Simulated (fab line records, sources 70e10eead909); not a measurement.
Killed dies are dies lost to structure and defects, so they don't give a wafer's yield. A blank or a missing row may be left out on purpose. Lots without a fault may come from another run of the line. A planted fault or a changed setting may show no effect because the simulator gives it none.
fab line records | flow nand_harc
record lots=24 wafers=72 last_day=34
route steps=1302 shown A_STAIRCASE@811 A_SGD_CUT@908
lots that met no fault: from a run of the same line without faults
start_h: hours from the record's first day to the start of the lot's first wafer shown | wait_h: hours since the lot's step before | " the same as in the row above | L1.1+2: a row that stands for several wafers | - no value, or no start given | * or withheld: withheld | < > ~ a bound
route shown NAME@n: a module of which the file shows steps, and the number in the route of the first | usual: mean/standard deviation of fault-free wafers | same: alike in all rows | chamber/n: place in a boat | sites: the reading at each site | _std_site: their standard deviation | _edge_site: outer sites' mean less inner sites' | radius_mm: how far each site lies from the wafer's centre | mask NAME#n: copy n | behind: the tool/chamber that last shaped the wafer | hold: why the lot was held/for how many hours/how that ended | device: the transistor (n, p or np) that didn't switch | end of line: the same wafers' tests at the end of the route | a step without rows: its recipe alone | killed: dies lost to structure and defects at the first sort, not the wafer's yield | map: a wafer's dies, x killed, . not, _ none there
set.NAME: the setting as run; set.NAME@STEP: as run at that earlier step | model.NAME: the simulator's own value behind a step, which no gauge read
steps of the route over a sample of lots; a table a step, a row a wafer
services: from which hour (start_h, from the record's first day; less than 0 if before it) a tool's chamber was out of use, for how many hours, and why
## steps
# step NHARC_A_STAIRCASE_ETCH_452
# recipe target_depth_a=300 overetch_a=30 time_s=16.5 ion_energy_ev=100 cf4_flow_sccm=80 o2_flow_sccm=20 ar_flow_sccm=0 rf_w=300 bias_w=100 chemistry=CF4/O2
# usual drypump_motor_current_A=5.9/0.39 oes_ar_750_au=1.000/0.0046 oes_o_777_au=1.000/0.0049 oes_product_au=1.001/0.0072 rf_vpp_V=198.1/1.5 showerhead_plenum_p_Torr=1.35/0.064 throttle_valve_pct=13.398/0.0091
# columns lot.wafer tool chamber start_h wait_h drypump_motor_current_A oes_ar_750_au oes_o_777_au oes_product_au rf_hours_counter_h rf_vpp_V showerhead_plenum_p_Torr throttle_valve_pct
L076.3 rie_diel-07 1 - - 5.7 1.010 0.991 0.992 27 195.5 1.26 13.389
L076.2 " 3 " " 6.2 1.002 0.990 0.992 24 200.4 1.42 13.394
L076.6 " 0 " " 6.1 1.001 0.993 1.004 - 195.6 1.23 13.408
L075.3 rie_diel-05 2 - - 5.3 1.009 1.007 1.017 47 197.7 1.38 13.397
L075.4 " 3 " " 5.5 1.003 1.007 1.008 50 197.8 1.31 13.393
L075.1 " 0 " " 6.2 0.998 0.996 1.002 48 198.6 1.39 13.381
L074.3 rie_diel-05 3 - - 5.5 0.993 1.008 1.001 51 198.7 1.31 13.386
L074.2 " 0 " " 6.2 0.997 1.000 0.999 49 199.2 1.39 13.394
L074.4 " 1 " " 5.5 1.010 1.008 1.008 49 201.4 1.41 13.397
L078.4 rie_diel-13 2 - - 6.3 0.996 0.990 0.995 22 200.9 1.44 13.406
L078.1 " 0 " " 6.4 1.001 1.003 0.986 23 196.0 1.27 13.387
L078.5 " 1 " " 6.4 0.994 1.002 0.996 - 198.5 1.39 13.400
L077.2 rie_diel-13 0 - - 6.4 1.006 0.996 0.995 24 195.9 1.27 13.400
L077.3 " 2 " " 6.2 0.994 0.993 1.006 23 198.7 1.44 13.403
L077.6 " 0 " " 6.5 1.003 0.999 0.985 - 197.5 1.27 13.399
L080.3 rie_diel-05 1 - - 5.5 0.996 1.004 1.003 3 199.9 1.41 13.403
L080.4 " 3 " " 5.5 0.999 1.004 0.995 3 197.3 1.31 13.390
L080.5 " 2 " " 5.3 1.004 0.998 1.000 - 197.1 1.38 13.395
L079.1 rie_diel-13 1 - - 6.4 1.010 1.005 1.010 24 198.0 1.39 13.401
L079.4 " 2 " " 6.3 1.007 0.998 1.010 24 200.2 1.44 13.409
L079.6 " 1 " " 6.4 1.002 1.002 0.998 - 201.2 1.39 13.395
L081.3 rie_diel-05 0 - - 6.2 1.004 0.995 1.009 11 198.5 1.38 13.382
L081.2 " 2 " " 5.3 1.001 1.006 0.996 11 201.0 1.38 13.390
L081.6 " 3 " " 5.5 0.999 0.992 0.996 - 196.5 1.31 13.410
L083.4 rie_diel-05 1 - - 5.5 0.998 1.004 1.001 12 199.7 1.41 13.392
L083.3 " 3 " " 5.5 0.997 0.992 0.992 13 197.1 1.31 13.396
L083.6 " 1 " " 5.5 0.993 0.989 1.005 - 198.1 1.41 13.398
L082.1 rie_diel-07 1 - - 5.7 0.999 0.991 0.989 50 195.4 1.25 13.399
L082.5 " 3 " " 6.2 0.999 0.999 0.990 - 198.4 1.41 13.413
L082.6 " 0 " " 6.1 0.997 1.002 0.998 - 196.2 1.23 13.387
L084.4 rie_diel-05 0 - - 6.2 1.000 0.995 1.004 21 197.8 1.38 13.403
L084.3 " 2 " " 5.3 0.994 1.013 1.020 23 197.9 1.37 13.390
L084.6 " 0 " " 6.2 1.001 1.001 0.997 - 198.2 1.38 13.387
L085.3 rie_diel-13 3 - - 6.0 1.005 0.999 0.999 41 195.8 1.26 13.407
L085.6 " 2 " " 6.3 1.005 1.001 0.990 - 201.2 1.44 13.387
L085.5 " 3 " " 6.1 1.003 1.001 1.002 - 197.5 1.26 13.404
L086.2 rie_diel-07 1 - - 5.7 0.995 1.001 0.983 5 196.8 1.25 13.405
L086.4 " 0 " " 6.1 1.002 1.002 0.998 - 199.9 1.44 13.375
L086.6 " 1 " " 5.7 0.996 0.995 1.002 - 196.1 1.25 13.417
L088.3 rie_diel-07 3 - - 6.1 0.998 1.001 1.002 13 199.5 1.40 13.407
L088.2 " 0 " " 6.1 1.001 1.003 1.002 12 198.0 1.44 13.389
L088.5 " 3 " " 6.1 1.003 0.992 1.000 - 199.3 1.40 13.407
L089.4 rie_diel-05 3 - - 5.5 1.001 1.004 1.005 30 196.6 1.31 13.408
L089.2 " 0 " " 6.2 0.996 0.996 1.005 31 199.8 1.38 13.399
L089.3 " 1 " " 5.5 0.998 1.001 1.006 33 199.3 1.40 13.398
L087.2 rie_diel-07 0 - - 6.1 1.002 0.991 0.991 13 200.5 1.44 13.402
L087.6 " 0 " " 6.1 1.003 0.991 0.998 - 200.3 1.44 13.400
L087.5 " 3 " " 6.1 1.001 1.001 0.997 - 197.9 1.40 13.412
L091.2 rie_diel-05 1 - - 5.5 1.007 1.005 1.022 41 198.2 1.40 13.402
L091.4 " 0 " " 6.2 1.001 0.997 1.013 39 199.6 1.38 13.417
L091.5 " 2 " " 5.3 1.008 0.992 1.011 - 198.2 1.37 13.411
L090.3 rie_diel-05 3 - - 5.5 0.998 1.002 1.007 39 197.1 1.30 13.391
L090.1 " 0 " " 6.2 0.996 1.005 1.010 40 199.9 1.38 13.403
L090.2 " 2 " " 5.3 1.007 1.010 1.007 44 198.4 1.37 13.388
L092.2 rie_diel-05 1 - - 5.5 0.996 0.996 1.007 45 199.0 1.40 13.405
L092.4 " 0 " " 6.2 1.006 1.002 0.996 43 196.9 1.38 13.404
L092.5 " 1 " " 5.5 1.008 1.001 0.999 - 197.8 1.40 13.404
L093.4 rie_diel-05 0 - - 6.2 0.999 0.993 1.005 43 198.9 1.38 13.406
L093.1 " 1 " " 5.5 0.998 1.005 0.998 46 198.3 1.40 13.406
L093.2 " 2 " " 5.3 1.000 1.000 1.010 48 198.1 1.37 13.400
L094.4 rie_diel-13 1 - - 6.4 0.998 0.996 1.002 16 198.0 1.38 13.405
L094.2 " 2 " " 6.2 0.998 0.998 1.002 15 199.9 1.43 13.411
L094.1 " 0 " " 6.5 0.999 0.992 1.001 18 195.8 1.26 13.396
L096.4 rie_diel-13 1 - - 6.4 1.002 0.997 1.001 21 199.7 1.38 13.401
L096.2 " 2 " " 6.2 1.002 1.001 1.009 18 199.4 1.43 13.388
L096.6 " 3 " " 6.1 0.995 1.005 1.005 - 195.5 1.25 13.390
L095.2 rie_diel-05 0 - - 6.2 1.004 1.002 1.004 1 196.5 1.37 13.396
L095.4 " 2 " " 5.3 0.996 1.002 1.000 1 197.6 1.37 13.397
L095.5 " 3 " " 5.5 1.005 1.006 1.005 - 196.3 1.30 13.400
L097.2 rie_diel-07 0 - - 6.1 0.996 1.004 0.997 52 198.7 1.43 13.393
L097.4 " 2 " " 5.9 0.997 1.004 0.992 23 195.7 1.31 13.390
L097.6 " 1 " " 5.7 1.009 1.002 0.988 - 196.4 1.24 13.411
# step NHARC_A_STAIRCASE_ETCH_294
# recipe target_depth_a=49890 time_s=1211.6 ion_energy_ev=800 c4f8_flow_sccm=80 o2_flow_sccm=60 ar_flow_sccm=withheld rf_w=600 bias_w=3000 chemistry=C4F8/O2/Ar
# usual oes_product_au=0.937/0.012 rf_vpp_V=1831/12
# columns lot.wafer tool chamber start_h wait_h oes_product_au rf_hours_counter_h rf_vpp_V
L076.3 rie_diel-07 1 - - 0.930 28 1812
L076.2 " 2 " " 0.933 25 1824
L076.6 " 2 " " 0.943 - 1825
L075.4 rie_diel-05 1 - - 0.931 48 1840
L075.3 " 2 " " 0.936 47 1835
L075.1 " 3 " " 0.922 50 1823
L074.4 rie_diel-05 3 - - 0.927 51 1825
L074.3 " 1 " " 0.943 49 1838
L074.2 " 2 " " 0.934 48 1836
L078.1 rie_diel-13 1 - - 0.942 22 1836
L078.4 " 3 " " 0.964 24 1812
L078.5 " 1 " " 0.935 - 1836
L077.2 rie_diel-13 1 - - 0.929 23 1836
L077.3 " 3 " " 0.929 24 1812
L077.6 " 2 " " 0.934 - 1845
L080.4 rie_diel-05 1 - - 0.938 3 1841
L080.3 " 2 " " 0.930 4 1833
L080.5 " 0 " " 0.941 - 1838
L079.1 rie_diel-13 1 - - 0.926 24 1837
L079.4 " 0 " " 0.919 24 1814
L079.6 " 2 " " 0.917 - 1846
L081.3 rie_diel-05 1 - - 0.936 9 1841
L081.2 " 0 " " 0.933 12 1837
L081.6 " 1 " " 0.939 - 1842
L083.4 rie_diel-05 1 - - 0.922 13 1841
L083.3 " 3 " " 0.925 13 1824
L083.6 " 2 " " 0.939 - 1834
L082.1 rie_diel-07 3 - - 0.909 58 1841
L082.6 " 3 " " 0.918 - 1840
L082.5 " 0 " " 0.938 - 1806
L084.4 rie_diel-05 0 - - 0.934 21 1836
L084.3 " 1 " " 0.952 21 1838
L084.6 " 1 " " 0.944 - 1839
L085.3 rie_diel-13 1 - - 0.931 42 1838
L085.6 " 1 " " 0.927 - 1836
L085.5 " 2 " " 0.928 - 1845
L086.2 rie_diel-07 0 - - 0.924 7 1847
L086.6 " 1 " " 0.918 - 1811
L086.4 " 3 " " 0.920 - 1840
L088.2 rie_diel-07 3 - - 0.924 13 1840
L088.3 " 1 " " 0.932 10 1810
L088.5 " 1 " " 0.932 - 1811
L089.2 rie_diel-05 0 - - 0.955 31 1835
L089.4 " 1 " " 0.951 33 1840
L089.3 " 3 " " 0.937 31 1822
L087.2 rie_diel-07 0 - - 0.937 14 1846
L087.6 " 3 " " 0.928 - 1840
L087.5 " 0 " " 0.935 - 1847
L091.2 rie_diel-05 1 - - 0.945 41 1840
L091.4 " 2 " " 0.938 43 1836
L091.5 " 2 " " 0.939 - 1832
L090.3 rie_diel-05 1 - - 0.956 43 1839
L090.1 " 2 " " 0.962 44 1833
L090.2 " 0 " " 0.955 40 1835
L092.2 rie_diel-05 2 - - 0.935 48 1833
L092.4 " 0 " " 0.947 43 1834
L092.5 " 1 " " 0.950 - 1837
L093.2 rie_diel-05 3 - - 0.940 43 1821
L093.1 " 1 " " 0.968 46 1839
L093.4 " 2 " " 0.956 49 1834
L094.2 rie_diel-13 0 - - 0.939 18 1811
L094.1 " 1 " " 0.938 16 1835
L094.4 " 3 " " 0.934 17 1810
L096.2 rie_diel-13 3 - - 0.919 20 1811
L096.4 " 0 " " 0.937 22 1810
L096.6 " 3 " " 0.927 - 1811
L095.2 rie_diel-05 2 - - 0.971 1 1832
L095.4 " 3 " " 0.955 1 1820
L095.5 " 2 " " 0.969 - 1832
L097.4 rie_diel-07 3 - - 0.927 54 1838
L097.2 " 1 " " 0.941 49 1810
L097.6 " 3 " " 0.934 - 1838
# step NHARC_A_STAIRCASE_DEP_151
# recipe target_thk_a=72000 temp_c=400 target_thk_nm=7200 teos_flow_sccm=200 rf_w=500 material=SiO2
# usual heater_power_w=621/120
# columns lot.wafer tool chamber start_h wait_h heater_power_w
L076.3 pecvd-01 2 409.27 0.4 695
L076.2 " 0 " " 707
L076.6 " 2 " " 542
L075.1 pecvd-03 2 409.39 0.5 752
L075.3 " 0 " " 681
L075.4 " 0 " " 566
L074.3 pecvd-03 1 413.15 0.4 879
L074.2 " 0 " " 589
L074.4 " 1 " " 793
L078.1 pecvd-03 0 441.46 0.4 566
L078.4 " 1 " " 795
L078.5 " 2 " " 604
L077.2 pecvd-03 1 446.96 0.5 946
L077.3 " 2 " " 711
L077.6 " 0 " " 556
L080.3 pecvd-01 1 451.00 0.6 619
L080.4 " 2 " " 552
L080.5 " 0 " " 589
L079.1 pecvd-01 1 455.96 0.5 654
L079.4 " 1 " " 518
L079.6 " 2 " " 544
L081.3 pecvd-02 0 477.08 0.4 635
L081.2 " 2 " " 476
L081.6 " 1 " " 466
L082.1 pecvd-03 0 490.61 0.4 687
L082.5 " 0 " " 566
L082.6 " 2 " " 621
L083.3 pecvd-01 2 490.80 0.6 699
L083.4 " 0 " " 587
L083.6 " 1 " " 503
L084.3 pecvd-02 1 503.27 0.6 551
L084.6 " 2 " " 389
L084.4 " 1 " " 475
L085.3 pecvd-03 2 507.62 0.6 695
L085.5 " 0 " " 556
L085.6 " 1 " " 795
L086.2 pecvd-02 0 527.78 0.5 663
L086.6 " 2 " " 378
L086.4 " 0 " " 548
L089.2 pecvd-01 0 535.25 0.4 597
L089.3 " 1 " " 627
L089.4 " 2 " " 547
L088.3 pecvd-02 2 535.35 0.5 391
L088.2 " 0 " " 649
L088.5 " 1 " " 487
L087.2 pecvd-03 2 535.38 0.5 739
L087.5 " 2 " " 602
L087.6 " 1 " " 772
L091.2 pecvd-02 1 555.54 0.4 534
L091.5 " 1 " " 476
L091.4 " 2 " " 380
L090.2 pecvd-01 2 555.54 0.4 672
L090.1 " 0 " " 644
L090.3 " 1 " " 634
L092.2 pecvd-01 2 580.58 0.5 578
L092.5 " 1 " " 559
L092.4 " 0 " " 602
L093.1 pecvd-03 1 582.10 0.5 853
L093.2 " 2 " " 616
L093.4 " 0 " " 589
L094.2 pecvd-01 0 605.24 0.4 744
L094.1 " 2 " " 562
L094.4 " 1 " " 544
L096.2 pecvd-01 1 615.78 0.5 633
L096.6 " 0 " " 598
L096.4 " 2 " " 544
L095.2 pecvd-03 2 619.51 0.6 753
L095.5 " 1 " " 743
L095.4 " 2 " " 599
L097.2 pecvd-03 2 638.82 0.5 642
L097.6 " 1 " " 744
L097.4 " 2 " " 594
# step NHARC_A_STAIRCASE_CMP_152
# usual motor_current_A=10.9/1.2 pad_life_wafers=159/110 slurry_flow_ml_min=150.0/0.44
# columns lot.wafer tool chamber start_h wait_h motor_current_A pad_life_wafers slurry_flow_ml_min
L075.4 cmp-01 1 438.95 0.1 10.4 210 150.9
L075.3 " 3 " " 10.4 212 150.4
L075.1 " 0 " " 10.6 213 149.7
L076.3 cmp-02 1 439.07 0.1 9.4 37 149.5
L076.2 " 2 " " 10.8 38 150.5
L076.6 " 0 " " 12.0 - 149.4
L074.2 cmp-01 3 443.85 0.1 9.9 241 150.7
L074.3 " 0 " " 11.1 242 150.2
L074.4 " 1 " " 9.7 243 150.0
L078.4 cmp-03 0 474.19 0.1 10.6 36 150.4
L078.1 " 3 " " 10.0 39 148.9
L078.5 " 0 " " 10.8 - 150.0
L077.2 cmp-02 1 480.20 0.1 9.8 199 150.6
L077.3 " 3 " " 13.7 201 149.6
L077.6 " 1 " " 9.5 - 149.7
L080.3 cmp-02 2 481.32 0.1 10.8 211 149.4
L080.4 " 0 " " 12.2 213 149.4
L080.5 " 2 " " 11.1 - 149.4
L079.4 cmp-01 2 490.60 0.1 11.1 49 149.5
L079.1 " 3 " " 11.0 50 150.2
L079.6 " 1 " " 9.9 - 149.6
L081.2 cmp-01 0 510.36 0.1 10.4 138 150.1
L081.3 " 3 " " 10.3 141 150.3
L081.6 " 1 " " 9.7 - 149.4
L083.3 cmp-01 1 523.62 0.1 10.1 180 149.4
L083.4 " 2 " " 11.2 181 149.4
L083.6 " 1 " " 10.3 - 149.4
L082.1 cmp-03 3 523.93 0.1 10.1 243 149.2
L082.5 " 0 " " 11.4 - 149.9
L082.6 " 1 " " 13.0 - 149.2
L084.4 cmp-01 3 534.09 0.1 10.3 247 149.9
L084.3 " 1 " " 10.0 249 150.0
L084.6 " 2 " " 10.5 - 150.0
L085.3 cmp-03 0 544.40 0.1 11.2 325 149.8
L085.6 " 3 " " 10.6 - 149.5
L085.5 " 0 " " 11.2 - 150.0
L086.2 cmp-03 1 561.10 0.1 12.5 20 150.0
L086.4 " 2 " " 9.7 21 149.4
L086.6 " 3 " " 10.4 - 150.1
L088.3 cmp-02 0 564.37 0.1 11.8 120 150.0
L088.2 " 3 " " 13.8 123 150.1
L088.5 " 0 " " 12.4 - 149.8
L089.3 cmp-01 1 564.56 0.1 10.1 360 150.1
L089.2 " 3 " " 10.7 362 150.2
L089.4 " 0 " " 10.7 363 149.6
L087.2 cmp-03 3 566.11 0.1 9.9 56 149.2
L087.6 " 1 " " 12.7 - 149.6
L087.5 " 2 " " 10.0 - 149.7
L091.4 cmp-02 1 584.31 0.1 8.9 200 150.1
L091.2 " 2 " " 11.1 201 149.9
L091.5 " 0 " " 12.5 - 150.4
L090.1 cmp-01 0 584.53 0.1 10.9 18 150.1
L090.3 " 2 " " 10.9 20 149.8
L090.2 " 3 " " 10.8 21 149.7
L093.2 cmp-01 2 609.44 0.1 10.5 121 151.0
L093.4 " 3 " " 10.7 122 150.2
L093.1 " 0 " " 10.8 123 149.6
L092.4 cmp-03 1 610.32 0.1 12.8 229 150.2
L092.2 " 2 " " 9.9 230 150.4
L092.5 " 0 " " 11.1 - 150.5
L094.1 cmp-02 0 636.73 0.1 12.3 30 150.3
L094.4 " 2 " " 11.1 32 150.1
L094.2 " 3 " " 13.0 33 150.8
L096.4 cmp-03 0 646.89 0.1 11.3 374 150.2
L096.2 " 1 " " 12.9 375 150.2
L096.6 " 2 " " 9.4 - 150.1
L095.2 cmp-02 3 647.14 0.1 14.4 84 149.9
L095.4 " 0 " " 12.5 85 149.8
L095.5 " 3 " " 13.0 - 150.2
L097.2 cmp-03 2 673.13 0.1 10.3 74 150.5
L097.4 " 3 " " 10.5 75 150.7
L097.6 " 0 " " 11.0 - 149.6
# step NHARC_A_STAIRCASE_INSPECT_155
# usual raw_defect_count=428/140
# columns lot.wafer tool chamber start_h wait_h raw_defect_count
L075.1 defect_inspect-02 - 441.05 0.1 402
L075.3 " - " " 346
L075.4 " - " " 407
L076.2 defect_inspect-01 - 441.15 0.1 458
L076.3 " - " " 434
L076.6 " - " " 534
L074.2 defect_inspect-02 - 445.55 0.1 371
L074.3 " - " " 403
L074.4 " - " " 547
L078.1 defect_inspect-01 - 479.61 0.1 454
L078.4 " - " " 337
L078.5 " - " " 451
L077.2 defect_inspect-01 - 481.91 0.1 515
L077.3 " - " " 347
L077.6 " - " " 305
L080.3 defect_inspect-02 - 483.04 0.1 406
L080.4 " - " " 368
L080.5 " - " " 296
L079.1 defect_inspect-02 - 492.30 0.1 492
L079.4 " - " " 602
L079.6 " - " " 391
L081.2 defect_inspect-02 - 512.11 0.1 338
L081.3 " - " " 378
L081.6 " - " " 410
L083.3 defect_inspect-02 - 525.34 0.1 382
L083.4 " - " " 439
L083.6 " - " " 366
L082.1 defect_inspect-02 - 525.62 0.1 331
L082.5 " - " " 265
L082.6 " - " " 272
L084.3 defect_inspect-01 - 535.82 0.1 549
L084.4 " - " " 337
L084.6 " - " " 441
L085.3 defect_inspect-02 - 546.15 0.1 466
L085.5 " - " " 464
L085.6 " - " " 346
L086.2 defect_inspect-02 - 563.33 0.1 387
L086.4 " - " " 254
L086.6 " - " " 332
L088.2 defect_inspect-02 - 566.16 0.1 314
L088.3 " - " " 357
L088.5 " - " " 364
L089.2 defect_inspect-01 - 566.28 0.1 651
L089.3 " - " " 492
L089.4 " - " " 581
L087.2 defect_inspect-01 - 567.82 0.1 482
L087.5 " - " " 278
L087.6 " - " " 333
L091.2 defect_inspect-02 - 585.99 0.1 304
L091.4 " - " " 351
L091.5 " - " " 385
L090.1 defect_inspect-02 - 586.24 0.1 508
L090.2 " - " " 400
L090.3 " - " " 745
L093.1 defect_inspect-01 - 611.13 0.1 1298
L093.2 " - " " 340
L093.4 " - " " 464
L092.2 defect_inspect-02 - 612.07 0.1 272
L092.4 " - " " 379
L092.5 " - " " 277
L094.1 defect_inspect-02 - 638.48 0.1 410
L094.2 " - " " 314
L094.4 " - " " 457
L096.2 defect_inspect-02 - 648.58 0.1 197
L096.4 " - " " 224
L096.6 " - " " 317
L095.2 defect_inspect-02 - 648.92 0.1 416
L095.4 " - " " 338
L095.5 " - " " 494
L097.2 defect_inspect-01 - 674.88 0.1 331
L097.4 " - " " 644
L097.6 " - " " 477
# step NHARC_A_SGD_CUT_ETCH_16
# recipe target_depth_a=3105 time_s=155.2 c4f8_flow_sccm=withheld o2_flow_sccm=8 ar_flow_sccm=withheld rf_w=600 bias_w=800 chemistry=C4F8/O2/Ar
# usual oes_product_au=0.967/0.017 rf_vpp_V=722/5.4
# columns lot.wafer tool chamber start_h wait_h oes_product_au rf_hours_counter_h rf_vpp_V
L075.3 rie_diel-11 1 - - 0.998 0 731
L075.4 " 2 " " 0.973 0 718
L075.1 " 3 " " 0.968 0 722
L076.2 rie_diel-03 0 - - 0.973 10 717
L076.3 " 1 " " 0.966 10 715
L076.6 " 1 " " 0.954 - 714
L074.2 rie_diel-03 2 - - 0.976 10 718
L074.3 " 3 " " 0.962 9 728
L074.4 " 0 " " 0.973 10 719
L078.1 rie_diel-01 3 - - 0.974 7 717
L078.4 " 2 " " 0.980 8 727
L078.5 " 0 " " 0.973 - 731
L077.2 rie_diel-11 2 - - 0.984 2 716
L077.3 " 0 " " 0.977 2 721
L077.6 " 3 " " 0.983 - 722
L080.4 rie_diel-03 0 - - 0.982 2 719
L080.3 " 3 " " 0.961 2 728
L080.5 " 1 " " 0.977 - 717
L079.1 rie_diel-11 1 - - 0.946 2 729
L079.4 " 0 " " 0.952 2 720
L079.6 " 1 " " 0.949 - 732
L081.3 rie_diel-01 0 - - 0.950 9 731
L081.2 " 2 " " 0.933 11 727
L081.6 " 3 " " 0.944 - 719
L083.4 rie_diel-03 2 - - 0.961 3 718
L083.3 " 0 " " 0.981 5 719
L083.6 " 2 " " 0.954 - 717
L082.1 rie_diel-01 0 - - 0.957 10 729
L082.5 " 3 " " 0.960 - 717
L082.6 " 0 " " 0.967 - 730
L084.4 rie_diel-01 3 - - 0.948 11 717
L084.3 " 0 " " 0.952 12 731
L084.6 " 3 " " 0.933 - 716
L085.3 rie_diel-01 1 - - 0.965 14 723
L085.5 " 3 " " 0.975 - 716
L085.6 " 0 " " 0.970 - 730
L086.4 rie_diel-03 1 - - 0.932 7 715
L086.2 " 2 " " 0.923 6 719
L086.6 " 3 " " 0.918 - 728
L088.2 rie_diel-01 3 - - 0.973 0 717
L088.3 " 1 " " 0.975 0 724
L088.5 " 3 " " 0.984 - 715
L089.4 rie_diel-03 3 - - 0.956 7 728
L089.3 " 0 " " 0.962 8 718
L089.2 " 1 " " 0.934 8 716
L087.2 rie_diel-11 0 - - 0.979 4 722
L087.5 " 2 " " 0.955 - 718
L087.6 " 3 " " 0.964 - 720
L091.2 rie_diel-11 3 - - 0.981 6 721
L091.4 " 1 " " 0.977 5 731
L091.5 " 2 " " 0.977 - 720
L090.3 rie_diel-01 0 - - 0.969 2 729
L090.1 " 2 " " 0.992 2 726
L090.2 " 3 " " 0.977 2 716
L093.4 rie_diel-01 3 - - 0.987 5 716
L093.2 " 0 " " 0.987 4 731
L093.1 " 1 " " 0.965 4 722
L092.2 rie_diel-01 1 - - 1.000 4 721
L092.4 " 2 " " 0.986 5 726
L092.5 " 0 " " 0.968 - 730
L094.4 rie_diel-01 1 - - 0.970 6 724
L094.1 " 3 " " 0.984 7 717
L094.2 " 0 " " 0.965 7 729
L096.2 rie_diel-11 3 - - 0.977 2 721
L096.4 " 0 " " 0.976 2 720
L096.6 " 0 " " 0.963 - 720
L095.2 rie_diel-03 2 - - 0.983 0 718
L095.4 " 3 " " 0.967 0 728
L095.5 " 2 " " 0.974 - 717
L097.4 rie_diel-01 3 - - 0.987 10 715
L097.2 " 1 " " 0.972 9 724
L097.6 " 3 " " 0.971 - 717
## services
# columns tool chamber start_h hours kind
rie_diel-01 - 381.03 9.0 pm
rie_diel-05 3 399.97 5.3 repair
rie_diel-07 1 400.98 15.2 repair
rie_diel-05 - 407.97 9.0 pm
rie_diel-05 3 438.00 8.6 repair
rie_diel-05 1 447.27 2.6 repair
rie_diel-07 - 471.39 9.0 pm
rie_diel-07 1 497.00 2.0 repair
rie_diel-07 2 505.24 65.9 repair
rie_diel-13 - 521.21 9.0 pm
rie_diel-01 3 528.75 8.7 repair
rie_diel-01 - 558.03 9.0 pm
rie_diel-05 - 584.97 9.0 pm
rie_diel-01 1 593.29 3.7 repair
rie_diel-01 0 596.38 3.2 repair
rie_diel-13 - 597.85 0.8 repair
rie_diel-05 2 602.38 11.2 repair
rie_diel-07 0 619.56 4.4 repair
rie_diel-01 2 625.78 8.8 repair
rie_diel-01 - 633.46 0.6 repair
rie_diel-01 3 643.02 5.4 repair
rie_diel-07 - 648.39 9.0 pm
rie_diel-01 1 653.91 6.2 repair
rie_diel-07 - 674.05 0.3 repair
## key
fault none
